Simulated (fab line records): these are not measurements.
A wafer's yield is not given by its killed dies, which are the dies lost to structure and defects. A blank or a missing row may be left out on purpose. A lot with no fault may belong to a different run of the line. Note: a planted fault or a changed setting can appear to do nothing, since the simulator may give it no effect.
fab line records	flow n5-finfet
record: lots: 7	wafers: 39
route steps=1938 shown FIN_CUT@169 DUMMY_GATE@228 SD_EPI_N@288 SD_ACTIVATION@330 HKMG_FIN@406 GATE_CUT@469 MOL_CONTACT_COAG@559
start-h: start of the lot's first displayed wafer, in hours after the record's first day	wait-h: hours from the lot's prior step to this one	" unchanged from the row above	L1.1+2: a single row standing in for several wafers	- no value, or no start was given	* or withheld: withheld	< > ~ a bound
route shown NAME@n: NAME is a module with steps in the file, n the number in the route of the first one	usual: mean and standard deviation over wafers with no fault	same: alike in all rows	chamber/n: place in a boat	sites: per-site readings	_std_site: standard deviation across them	_edge_site: outer sites' mean less inner sites'	radius-mm: for every site, how far away it sits from the centre of the wafer	mask NAME#n: copy n	behind: the last tool/chamber to shape the wafer	hold: cause of the lot's hold/its duration in hours/its outcome	device: names the non-switching transistor (n, p or np)	end of line: at the end of the route, the tests of the same wafers	a step without rows: its recipe alone	killed: dies that structure and defects cost at the first sort, which is not the same as the wafer's yield	map: dies across one wafer; x = killed, . = not, _ = none there
set.NAME: the setting the step ran with; set.NAME@STEP: the setting that earlier step ran with	model.NAME: the simulator's own value behind a step, which no gauge read
lots run with intentionally changed settings; tables by step, rows by wafer
== steps ==
step: N5_FIN_CUT_ETCH_21
recipe: chemistry: N2/H2	target: SOC	target-depth-a: 2190	overetch-a: 438	mask-material: SiARC	temp-c: 40	ion-energy-ev: 100	bias-w: 61	time-s: 523.5	pressure-mtorr: 30	source-w: 850	n2-flow-sccm: 200	h2-flow-sccm: 200
usual: rf-vpp-V: 240.7/1.4
lot.wafer	tool	chamber	start-h	wait-h	set.bias-w	rf-vpp-V	model.SiARC_of_FIN_CUT_COAT_19.thk-nm
L076.1	rie-diel-06	2	40.56	0.0	61	240.2	11.8
L076.2	"	0	"	"	61	239.1	12
L076.3	"	3	"	"	61	240.7	11.8
L076.4	"	1	"	"	61	241.8	12
L076.5	"	1	"	"	61	240.8	12
L076.6	"	2	"	"	61	238.7	11.8
L077.1	rie-diel-06	0	45.32	0.0	61	241.6	11.8
L077.2	"	3	"	"	68.37	260.1	11.2
L077.3	"	1	"	"	68.37	261.7	11.2
L077.4	"	2	"	"	61	238.2	11.6
L077.5	"	3	"	"	61	241.8	11.8
L077.6	"	2	"	"	68.37	258.0	11
L079.1	rie-diel-06	2	59.26	0.0	66.38	252.7	11.4
L079.2	"	3	"	"	61	240.4	12
L079.3	"	0	"	"	61	238.9	11.8
L079.4	"	1	"	"	66.38	255.9	11.4
L079.5	"	2	"	"	66.38	252.5	11.4
L079.6	"	1	"	"	61	242.1	12
L083.1	rie-diel-06	3	82.36	0.0	61	239.5	11.8
L083.2	"	0	"	"	61	239.9	11.8
L083.3	"	2	"	"	61	238.7	11.8
L083.4	"	1	"	"	61	242.6	12
L083.5	"	1	"	"	61	243.1	12
L083.6	"	0	"	"	61	239.8	11.8
L086.1	rie-diel-06	2	99.31	0.0	61	239.0	11.6
L086.2	"	3	"	"	61	240.2	11.8
L086.3	"	1	"	"	61	242.4	11.8
L086.4	"	0	"	"	61	240.2	11.8
L086.5	"	3	"	"	61	241.4	12
L086.6	"	0	"	"	61	241.5	11.8
L089.1	rie-diel-02	1	117.90	0.0	61	241.4	11.8
L089.2	"	3	"	"	61	241.0	11.6
L089.3	"	2	"	"	51.48	215.3	12.4
L089.4	"	3	"	"	51.48	214.2	12.6
L089.5	"	1	"	"	61	243.1	12
L089.6	"	2	"	"	51.48	217.0	12.6
L093.3	rie-diel-06	0	140.62	0.0	61	240.6	11.8
L093.4	"	2	"	"	61	240.4	11.8
L093.5	"	1	"	"	61	242.2	11.8
step: N5_DUMMY_GATE_EXPOSE_12
recipe: mask-id: GATE	na: 0.33	source-shape: annular	sigma-inner: 0.2	sigma-outer: 0.6	polarization: unpolarized	target-cd-nm: 25	dose-mj: 34
lot.wafer	tool	chamber	start-h	wait-h	mask	set.dose-mj
L076.1+2+3+4+5+6	euv-scanner-02	0	59.10	-	GATE#0	34
L077.1+3+5	euv-scanner-02	0	64.23	-	GATE#0	34
L077.2+4+6	"	0	"	"	GATE#0	34.71
L079.1+3+6	euv-scanner-01	0	79.23	-	GATE#0	36.2
L079.2+4+5	"	0	"	"	GATE#0	34
L083.1+2+3+4+5+6	euv-scanner-01	0	100.55	-	GATE#0	34
L086.1+2+4	euv-scanner-01	0	118.24	-	GATE#0	36.2
L086.3+5+6	"	0	"	"	GATE#0	34
L089.1+4+5	euv-scanner-02	0	137.20	-	GATE#0	35.44
L089.2+3+6	"	0	"	"	GATE#0	34
L093.3+4+5	euv-scanner-01	0	161.14	-	GATE#0	34
step: N5_DUMMY_GATE_PEB_13
recipe: peb-temp-c: 100	peb-time-s: 60	resist: CAR-EUV
step: N5_DUMMY_GATE_DEVELOP_14
recipe: develop-time-s: 30	developer: TMAH	resist: CAR-EUV	rinse-liquid: surfactant-rinse	dry: air-spin	dev-temp-c: 23
step: N5_DUMMY_GATE_CD_MEAS_15
recipe: target-cd-nm: 25.8	landing-energy-ev: 500	detector: se-inlens
usual: cd-nm: 25.00/0.23
lot.wafer	tool	chamber	start-h	wait-h	set.dose-mj@DUMMY_GATE_EXPOSE_12	cd-nm
L076.1	cd-sem-03	0	59.23	-	34	25.12
L076.2	"	0	"	"	34	25.07
L076.3	"	0	"	"	34	24.88
L076.4	"	0	"	"	34	24.92
L076.5	"	0	"	"	34	24.76
L076.6	"	0	"	"	34	24.90
L077.1	cd-sem-03	0	64.36	-	34	25.01
L077.2	"	0	"	"	34.71	24.28
L077.3	"	0	"	"	34	24.65
L077.4	"	0	"	"	34.71	24.51
L077.5	"	0	"	"	34	25.04
L077.6	"	0	"	"	34.71	24.71
L079.1	cd-sem-01	0	79.36	-	36.2	23.79
L079.2	"	0	"	"	34	24.81
L079.3	"	0	"	"	36.2	23.69
L079.4	"	0	"	"	34	25.13
L079.5	"	0	"	"	34	24.85
L079.6	"	0	"	"	36.2	23.88
L083.1	cd-sem-02	0	100.68	-	34	25.34
L083.2	"	0	"	"	34	25.15
L083.3	"	0	"	"	34	25.75
L083.4	"	0	"	"	34	24.95
L083.5	"	0	"	"	34	25.34
L083.6	"	0	"	"	34	25.44
L086.1	cd-sem-02	0	118.37	-	36.2	23.63
L086.2	"	0	"	"	36.2	24.09
L086.3	"	0	"	"	34	25.06
L086.4	"	0	"	"	36.2	23.96
L086.5	"	0	"	"	34	25.10
L086.6	"	0	"	"	34	25.46
L089.1	cd-sem-02	0	137.33	-	35.44	24.17
L089.2	"	0	"	"	34	25.05
L089.3	"	0	"	"	34	25.34
L089.4	"	0	"	"	35.44	24.11
L089.5	"	0	"	"	35.44	24.59
L089.6	"	0	"	"	34	25.25
L093.3	cd-sem-03	0	161.26	-	34	25.34
L093.4	"	0	"	"	34	24.64
L093.5	"	0	"	"	34	25.09
step: N5_DUMMY_GATE_STRIP_38
recipe: chemistry: N2/H2	temp-c: 40	n2-flow-sccm: 200	h2-flow-sccm: 200	rf-frequency-hz: 6e+07
step: N5_DUMMY_GATE_STRIP_39
recipe: chemistry: N2/H2	temp-c: 40	n2-flow-sccm: 200	h2-flow-sccm: 200	rf-frequency-hz: 6e+07
step: N5_DUMMY_GATE_TRIM_49
recipe: chemistry: O2	resist: SOC	time-s: 29	target-cd-nm: 14	source-power-w: 300	bias-power-w: 0	O2_flow_sccm: 100	temp-c: 20
lot.wafer	tool	chamber	start-h	wait-h	set.dose-mj@DUMMY_GATE_EXPOSE_12	model.DUMMY_GATE.cd-nm
L076.1	rie-si-03	1	59.59	0.0	34	13.8
L076.2+3+6	"	2,0,2	"	"	34	14.2
L076.4	"	0	"	"	34	14
L076.5	"	1	"	"	34	13.6
L077.1+3+5	rie-si-01	1,0,0	65.21	0.0	34	13.8
L077.2	"	3	"	"	34.71	14
L077.4	"	2	"	"	34.71	13.8
L077.6	"	3	"	"	34.71	13.4
L079.1+6	rie-si-03	3,2	79.72	0.0	36.2	13
L079.2+4	"	0,1	"	"	34	14
L079.3	"	2	"	"	36.2	12.8
L079.5	"	3	"	"	34	13.8
L083.1+2+4+6	rie-si-01	1,0,2,0	101.03	0.0	34	13.8
L083.3	"	3	"	"	34	14.2
L083.5	"	3	"	"	34	14
L086.1	rie-si-01	0	118.73	0.0	36.2	12.8
L086.2	"	2	"	"	36.2	13.2
L086.3+5	"	3,1	"	"	34	14
L086.4	"	1	"	"	36.2	12.6
L086.6	"	0	"	"	34	14.2
L089.1	rie-si-03	2	137.69	0.0	35.44	13
L089.2	"	3	"	"	34	14
L089.3+6	"	1	"	"	34	13.6
L089.4	"	2	"	"	35.44	13.4
L089.5	"	3	"	"	35.44	13.2
L093.3	rie-si-03	1	161.82	0.0	34	14.4
L093.4+5	"	3,0	"	"	34	14.2
step: N5_SD_EPI_N_EPI_21
recipe: material: Si:P	dopant: P	temp-c: 680	pressure-torr: 255	time-s: 690
lot.wafer	tool	chamber	start-h	wait-h	set.temp-c	model.Si-P_of_SD_EPI_N_EPI_21.thk-nm
L076.1	epi-rpcvd-03	0	63.88	0.2	680	59.2
L076.2	"	0	"	"	675.6	56
L076.3	"	0	"	"	680	60.4
L076.4	"	0	"	"	675.6	55.6
L076.5	"	0	"	"	680	59.6
L076.6	"	0	"	"	675.6	55.4
L077.1	epi-rpcvd-01	0	69.52	0.2	678.6	58.6
L077.2	"	0	"	"	678.6	57.6
L077.3	"	0	"	"	680	59.4
L077.4+5	"	0	"	"	680	60
L077.6	"	0	"	"	678.6	58.8
L079.1+5	epi-rpcvd-04	0	83.76	0.1	680	57.8
L079.2+3	"	0	"	"	683.2	61.4
L079.4	"	0	"	"	683.2	61.6
L079.6	"	0	"	"	680	58.6
L083.1	epi-rpcvd-01	0	104.73	0.1	680	58.8
L083.2	"	0	"	"	683.3	62.6
L083.3+6	"	0	"	"	683.3	62.4
L083.4	"	0	"	"	680	59
L083.5	"	0	"	"	680	59.2
L086.1	epi-rpcvd-03	0	122.71	0.1	675.4	55
L086.2+3+4	"	0	"	"	680	60.8
L086.5	"	0	"	"	675.4	55.8
L086.6	"	0	"	"	675.4	55.2
L089.1	epi-rpcvd-03	0	141.91	0.2	680	59.6
L089.2	"	0	"	"	680	60.2
L089.3+5	"	0	"	"	680	60
L089.4	"	0	"	"	680	59.8
L089.6	"	0	"	"	680	60.4
L093.3	epi-rpcvd-04	0	166.04	0.7	680	60
L093.4	"	0	"	"	680	59
L093.5	"	0	"	"	680	59.8
step: N5_SD_EPI_N_EPI_MEAS_23
recipe: mode: xrd
usual: thk-nm: 59.2/1.3
lot.wafer	tool	chamber	start-h	wait-h	set.temp-c@SD_EPI_N_EPI_21	thk-nm
L076.1	film-metro-01	-	66.15	1.9	680	59.8
L076.2	"	-	"	"	675.6	54.3
L076.3	"	-	"	"	680	60.2
L076.4	"	-	"	"	675.6	55.8
L076.5	"	-	"	"	680	59.3
L076.6	"	-	"	"	675.6	55.8
L077.1	film-metro-02	-	71.79	1.9	678.6	58.5
L077.2	"	-	"	"	678.6	56.7
L077.3	"	-	"	"	680	59.0
L077.4	"	-	"	"	680	60.9
L077.5	"	-	"	"	680	57.7
L077.6	"	-	"	"	678.6	59.5
L079.1	film-metro-02	-	85.48	1.4	680	57.1
L079.2	"	-	"	"	683.2	61.3
L079.3	"	-	"	"	683.2	60.7
L079.4	"	-	"	"	683.2	61.9
L079.5	"	-	"	"	680	57.3
L079.6	"	-	"	"	680	59.7
L083.1	film-metro-01	-	106.45	1.4	680	59.6
L083.2	"	-	"	"	683.3	62.7
L083.3	"	-	"	"	683.3	62.5
L083.4	"	-	"	"	680	58.8
L083.5	"	-	"	"	680	58.9
L083.6	"	-	"	"	683.3	63.7
L086.1	film-metro-01	-	124.43	1.4	675.4	54.4
L086.2	"	-	"	"	680	60.0
L086.3	"	-	"	"	680	62.0
L086.4	"	-	"	"	680	60.6
L086.5	"	-	"	"	675.4	54.9
L086.6	"	-	"	"	675.4	56.6
L089.1	film-metro-02	-	144.18	1.9	680	59.0
L089.2	"	-	"	"	680	59.4
L089.3	"	-	"	"	680	62.8
L089.4	"	-	"	"	680	61.8
L089.5	"	-	"	"	680	60.4
L089.6	"	-	"	"	680	60.9
L093.3	film-metro-01	-	167.20	0.9	680	61.2
L093.4	"	-	"	"	680	58.0
L093.5	"	-	"	"	680	60.3
step: N5_SD_EPI_N_PRECLEAN_24
recipe: chemistry: O3/DIW	time-s: 60	temp-c: 22	o3-ppm: 10
step: N5_SD_EPI_N_SRD_25
recipe: time-s: 30	temp-c: 23	rinse-liquid: diw	dry: ipa-marangoni
step: N5_SD_ACTIVATION_RTA_00
recipe: temp-c: 975	time-s: 0	ambient: N2	idle-temp-c: 600	ramp-up-c-per-s: 150	ramp-down-c-per-s: 60	cool-to-c: 600
step: N5_SD_ACTIVATION_LSA_01
recipe: temp-c: 1080	time-s: 0.0008	ambient: N2
step: N5_SD_ACTIVATION_RS_MEAS_03
recipe: thk-meas-gauge: four-point-probe
usual: RS_SD_N: 21.8/0.31	RS_SD_P: 56.1/0.83
lot.wafer	tool	chamber	start-h	wait-h	set.temp-c@SD_EPI_N_EPI_21	RS_SD_N[ohm/sq]	RS_SD_P[ohm/sq]
L076.1	film-metro-01	-	72.38	0.2	680	21.9	55.6
L076.2	"	-	"	"	675.6	23.0	55.9
L076.3	"	-	"	"	680	21.3	55.9
L076.4	"	-	"	"	675.6	23.0	55.8
L076.5	"	-	"	"	680	21.7	56.8
L076.6	"	-	"	"	675.6	23.4	55.7
L077.1	film-metro-01	-	77.96	0.2	678.6	22.0	57.7
L077.2	"	-	"	"	678.6	22.4	56.9
L077.3	"	-	"	"	680	21.8	56.2
L077.4	"	-	"	"	680	21.6	56.5
L077.5	"	-	"	"	680	21.5	57.6
L077.6	"	-	"	"	678.6	21.9	56.8
L079.1	film-metro-01	-	90.70	0.2	680	22.3	54.6
L079.2	"	-	"	"	683.2	21.2	54.5
L079.3	"	-	"	"	683.2	21.0	55.0
L079.4	"	-	"	"	683.2	21.1	54.7
L079.5	"	-	"	"	680	22.3	55.2
L079.6	"	-	"	"	680	21.9	55.3
L083.1	film-metro-01	-	111.93	0.2	680	22.0	56.3
L083.2	"	-	"	"	683.3	20.7	57.7
L083.3	"	-	"	"	683.3	20.5	57.6
L083.4	"	-	"	"	680	21.9	57.7
L083.5	"	-	"	"	680	21.9	57.2
L083.6	"	-	"	"	683.3	20.8	57.7
L086.1	film-metro-02	-	130.83	0.2	675.4	23.3	56.5
L086.2	"	-	"	"	680	21.2	57.5
L086.3	"	-	"	"	680	21.2	56.4
L086.4	"	-	"	"	680	21.1	56.9
L086.5	"	-	"	"	675.4	23.1	56.1
L086.6	"	-	"	"	675.4	23.4	56.4
L089.1	film-metro-01	-	149.62	0.2	680	21.9	56.8
L089.2	"	-	"	"	680	21.5	56.5
L089.3	"	-	"	"	680	21.8	56.3
L089.4	"	-	"	"	680	21.4	55.2
L089.5	"	-	"	"	680	21.6	56.4
L089.6	"	-	"	"	680	21.3	56.4
L093.3	film-metro-02	-	172.59	0.2	680	21.5	55.0
L093.4	"	-	"	"	680	22.0	55.8
L093.5	"	-	"	"	680	21.8	55.7
step: N5_HKMG_FIN_ETCH_58
recipe: chemistry: N2/H2	target: SOC	target-depth-a: 2158	ion-energy-ev: 50	bias-w: 13	time-s: 741	pressure-mtorr: 30	source-w: 875	n2-flow-sccm: 200	h2-flow-sccm: 200
usual: rf-vpp-V: 99.2/0.92
lot.wafer	tool	chamber	start-h	wait-h	set.source-w	rf-vpp-V	model.SOC_of_HKMG_FIN_COAT_41.thk-nm	model.etch.depth-nm	model.HKMG_FIN.feature-depth-nm
L076.1	rie-diel-01	0	85.26	0.0	875	98.7	85	214.5	214.4
L076.2	"	2	"	"	875	101.1	86.8	212.8	212.8
L076.3	"	3	"	"	875	99.5	81.6	217	217
L076.4	"	1	"	"	939.1	96.3	70.8	229.3	229.2
L076.5	"	1	"	"	939.1	97.3	71	228.2	228.2
L076.6	"	2	"	"	939.1	96.4	75.4	224.6	224.6
L077.1	rie-diel-05	1	91.14	0.0	763.4	103.6	107.6	192.3	192.4
L077.2	"	2	"	"	763.4	103.0	107	192.2	192.2
L077.3	"	3	"	"	875	98.0	80.6	219.1	219
L077.4	"	0	"	"	763.4	105.0	111	189.3	189.4
L077.5	"	1	"	"	875	99.1	83.4	215.9	215.8
L077.6	"	0	"	"	875	99.7	87.2	212.9	213
L079.1	rie-diel-04	1	103.70	0.0	875	99.0	84.8	214.6	214.6
L079.2	"	2	"	"	875	98.9	87.4	211.7	211.6
L079.3	"	0	"	"	875	99.3	88.6	211	211
L079.4	"	2	"	"	875	100.7	86.2	212.8	212.8
L079.5	"	1	"	"	875	97.6	85.8	213.4	213.4
L079.6	"	0	"	"	875	98.7	86.8	212.8	212.8
L083.1	rie-diel-05	3	125.58	0.0	777.7	101.7	101.4	197.9	197.8
L083.2	"	1	"	"	875	98.9	84	215.8	215.8
L083.3	"	0	"	"	777.7	104.7	106.4	192.7	192.8
L083.4	"	2	"	"	875	100.7	84.2	215.6	215.6
L083.5	"	3	"	"	777.7	102.2	99.8	198.3	198.4
L083.6	"	2	"	"	875	99.2	83.2	216.3	216.4
L086.1	rie-diel-04	3	144.67	0.0	1011	96.0	56.8	245.5	245.6
L086.2	"	2	"	"	875	100.3	91.2	209.4	209.4
L086.3	"	0	"	"	1011	94.4	63.2	237.5	237.4
L086.4	"	1	"	"	875	99.6	88.2	212.2	212.2
L086.5	"	3	"	"	1011	95.1	56	245.4	245.4
L086.6	"	0	"	"	875	98.6	92.6	209	209
L089.1	rie-diel-04	2	163.18	0.0	875	99.3	87.2	211	211
L089.2	"	3	"	"	753.9	105.3	106.8	191.5	191.6
L089.3	"	1	"	"	753.9	103.8	108	189.5	189.6
L089.4	"	1	"	"	875	100.7	87.2	211.1	211
L089.5	"	2	"	"	753.9	103.5	110.6	188	188
L089.6	"	3	"	"	875	99.0	81	217.4	217.4
L093.3	rie-diel-01	0	186.40	0.0	875	98.8	83.2	215.4	215.4
L093.4	"	2	"	"	875	101.3	84.2	215.5	215.6
L093.5	"	2	"	"	875	99.5	83.6	216	216
step: N5_GATE_CUT_ETCH_58
recipe: chemistry: CH3F/O2	target: SiNx	target-depth-a: 170	time-s: 128.6	ion-energy-ev: 50	pressure-mtorr: 30	source-w: 415	bias-w: 21	Ar_flow_sccm: 150	CH3F_flow_sccm: 30	O2_flow_sccm: 20
usual: rf-vpp-V: 98.9/0.92
lot.wafer	tool	chamber	start-h	wait-h	set.bias-w	rf-vpp-V	model.etch.depth-nm
L076.1	rie-diel-03	0	93.23	0.0	18.19	89.5	15.81
L076.2	"	2	"	"	21	98.8	16.6
L076.3	"	3	"	"	21	98.5	16.41
L076.4	"	2	"	"	21	98.0	16.61
L076.5	"	3	"	"	18.19	90.4	15.48
L076.6	"	0	"	"	18.19	89.8	15.89
L077.1	rie-diel-02	0	99.19	0.0	21	99.2	16.86
L077.2	"	2	"	"	21	98.5	17.06
L077.3	"	3	"	"	21	97.3	17.33
L077.4	"	0	"	"	21	99.3	16.74
L077.5	"	2	"	"	21	99.2	17.11
L077.6	"	3	"	"	21	98.2	17.08
L079.1	rie-diel-03	1	111.60	0.2	23.86	109.1	18.39
L079.2	"	0	"	"	23.86	107.6	17.93
L079.3	"	2	"	"	21	99.2	16.62
L079.4	"	1	"	"	21	99.3	17.18
L079.5	"	0	"	"	21	97.0	17.13
L079.6	"	2	"	"	23.86	106.3	17.77
L083.1	rie-diel-03	0	133.24	0.0	21	98.6	16.82
L083.2	"	3	"	"	21	99.0	17.02
L083.3	"	1	"	"	21	101.6	17.06
L083.4	"	2	"	"	24.39	108.7	17.65
L083.5	"	3	"	"	24.39	109.9	18.09
L083.6	"	2	"	"	24.39	110.0	17.56
L086.1	rie-diel-06	0	153.13	0.1	23.49	107.2	18.09
L086.2	"	1	"	"	23.49	106.7	17.75
L086.3	"	2	"	"	21	99.4	17.14
L086.4	"	3	"	"	23.49	106.0	17.93
L086.5	"	1	"	"	21	99.2	17.05
L086.6	"	0	"	"	21	99.6	17.18
L089.1	rie-diel-06	3	171.30	0.0	21	99.0	17.1
L089.2	"	0	"	"	21	98.0	17.19
L089.3	"	1	"	"	22.9	104.5	17.87
L089.4	"	0	"	"	22.9	103.4	17.93
L089.5	"	3	"	"	21	99.5	17.04
L089.6	"	1	"	"	22.9	105.2	17.73
L093.3	rie-diel-06	0	203.26	0.1	21	98.6	16.93
L093.4	"	2	"	"	21	98.2	16.98
L093.5	"	2	"	"	21	98.6	16.86
step: N5_MOL_CONTACT_COAG_ALD_27
recipe: material: SiOC	target-thk-a: 170	temp-c: 400	ald-precursor-family: carbosiloxane	ald-co-reactant: H2-plasma	pulse-time-s: 1.5	time-s: 2720	purge-time-s: 2	co-reactant-purge-time-s: 2	ald-cycles: 340	pressure-torr: 2
lot.wafer	tool	chamber	start-h	wait-h	set.time-s	model.SiOC_of_MOL_CONTACT_COAG_ALD_27.thk-nm
L076.1+2	ald-sin-04	1,2	106.68	0.8	2720	16.8
L076.3+4+6	"	3,0,2	"	"	3002	17
L076.5	"	1	"	"	2720	17
L077.1+3+4	ald-sin-03	1,0,3	112.11	0.2	2720	17
L077.2+5	"	2	"	"	2098	13
L077.6	"	1	"	"	2098	13.2
L079.1+4+6	ald-sin-04	1,2,1	127.11	0.0	2109	13.2
L079.2+3+5	"	3,0,0	"	"	2720	17
L083.1+5+6	ald-sin-02	3,2,1	150.08	0.0	2720	17
L083.2+3+4	"	2,0,1	"	"	2088	13.2
L086.1+2+3+4+5+6	ald-sin-02	3,1,2,0,0,1	170.13	0.0	2720	17
L089.1	ald-sin-03	2	186.16	0.6	2720	16.8
L089.2	"	1	"	"	3215	16.8
L089.3+4	"	0,3	"	"	2720	17
L089.5+6	"	0,1	"	"	3215	17
L093.3	ald-sin-04	1	219.69	0.5	2720	16.8
L093.4+5	"	2,3	"	"	2720	17
step: N5_MOL_CONTACT_COAG_ETCH_91
recipe: chemistry: N2/H2	target: SOC	target-depth-a: 600	overetch-a: 210	mask-material: SiARC	temp-c: 40	time-s: 101.2	ion-energy-ev: 200	pressure-mtorr: 30	source-w: 840	bias-w: 150	n2-flow-sccm: 200	h2-flow-sccm: 200
lot.wafer	tool	chamber	start-h	wait-h	set.target-depth-a	model.SiARC_of_MOL_CONTACT_COAG_COAT_76.thk-nm
L076.1+4+5	rie-diel-05	1,2,1	110.12	0.0	651.8	5.6
L076.2+3+6	"	0,3,2	"	"	600	5.8
L077.1+2+3+4+6	rie-diel-04	2,1,0,2,0	115.90	0.0	600	6
L077.5	"	1	"	"	600	5.8
L079.1+2+3+5+6	rie-diel-05	1,2,3,1,2	130.52	0.0	600	5.8
L079.4	"	0	"	"	600	6
L083.1	rie-diel-04	0	153.90	0.0	600	6
L083.2+4+5	"	1,2,2	"	"	547.1	6.2
L083.3+6	"	3,1	"	"	600	5.8
L086.1+5+6	rie-diel-05	3,3,2	173.48	0.0	545.1	6.2
L086.2+3	"	2,0	"	"	600	5.8
L086.4	"	1	"	"	600	6
L089.1+2+3+4+5+6	rie-diel-01	2,0,3,1,3,0	189.62	0.0	600	5.8
L093.3+4+5	rie-diel-01	0,1,3	222.93	0.0	600	5.8
== key ==
split: step: N5_FIN_CUT_ETCH_21	setting: bias-w	stated: 61	by: wafer
response: step: N5_FIN_CUT_ETCH_21	reading: rf-vpp-V	change: +1.63	per: 1%	r: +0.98
response: step: N5_FIN_CUT_ETCH_21	reading: model.SiARC_of_FIN_CUT_COAT_19.thk-nm	change: -0.0501	per: 1%	r: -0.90
split: step: N5_DUMMY_GATE_EXPOSE_12	setting: dose-mj	stated: 34	by: wafer
response: step: N5_DUMMY_GATE_CD_MEAS_15	reading: cd-nm	change: -0.195	per: 1%	r: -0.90
response: step: N5_DUMMY_GATE_TRIM_49	reading: model.DUMMY_GATE.cd-nm	change: -0.157	per: 1%	r: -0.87
split: step: N5_SD_EPI_N_EPI_21	setting: temp-c	stated: 680	by: wafer
response: step: N5_SD_EPI_N_EPI_21	reading: model.Si-P_of_SD_EPI_N_EPI_21.thk-nm	change: +7.21	per: 1%	r: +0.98
response: step: N5_SD_EPI_N_EPI_MEAS_23	reading: thk-nm	change: *	per: 1%	r: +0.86
response: step: N5_SD_ACTIVATION_RS_MEAS_03	reading: RS_SD_N	change: -2.6	per: 1%	r: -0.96
split: step: N5_HKMG_FIN_ETCH_58	setting: source-w	stated: 875	by: wafer
response: step: N5_HKMG_FIN_ETCH_58	reading: rf-vpp-V	change: -0.327	per: 1%	r: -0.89
response: step: N5_HKMG_FIN_ETCH_58	reading: model.SOC_of_HKMG_FIN_COAT_41.thk-nm	change: -1.85	per: 1%	r: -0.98
response: step: N5_HKMG_FIN_ETCH_58	reading: model.etch.depth-nm	change: +1.88	per: 1%	r: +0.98
response: step: N5_HKMG_FIN_ETCH_58	reading: model.HKMG_FIN.feature-depth-nm	change: +1.88	per: 1%	r: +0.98
split: step: N5_GATE_CUT_ETCH_58	setting: bias-w	stated: 21	by: wafer
response: step: N5_GATE_CUT_ETCH_58	reading: rf-vpp-V	change: +0.629	per: 1%	r: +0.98
response: step: N5_GATE_CUT_ETCH_58	reading: model.etch.depth-nm	change: +0.064	per: 1%	r: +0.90
split: step: N5_MOL_CONTACT_COAG_ALD_27	setting: time-s	stated: 2720	by: wafer
response: step: N5_MOL_CONTACT_COAG_ALD_27	reading: model.SiOC_of_MOL_CONTACT_COAG_ALD_27.thk-nm	shape: bent	at-lowest: 13.2	at-stated: 16.97	at-highest: 16.93
split: step: N5_MOL_CONTACT_COAG_ETCH_91	setting: target-depth-a	stated: 600	by: wafer
response: step: N5_MOL_CONTACT_COAG_ETCH_91	reading: model.SiARC_of_MOL_CONTACT_COAG_COAT_76.thk-nm	change: -0.0327	per: 1%	r: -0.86
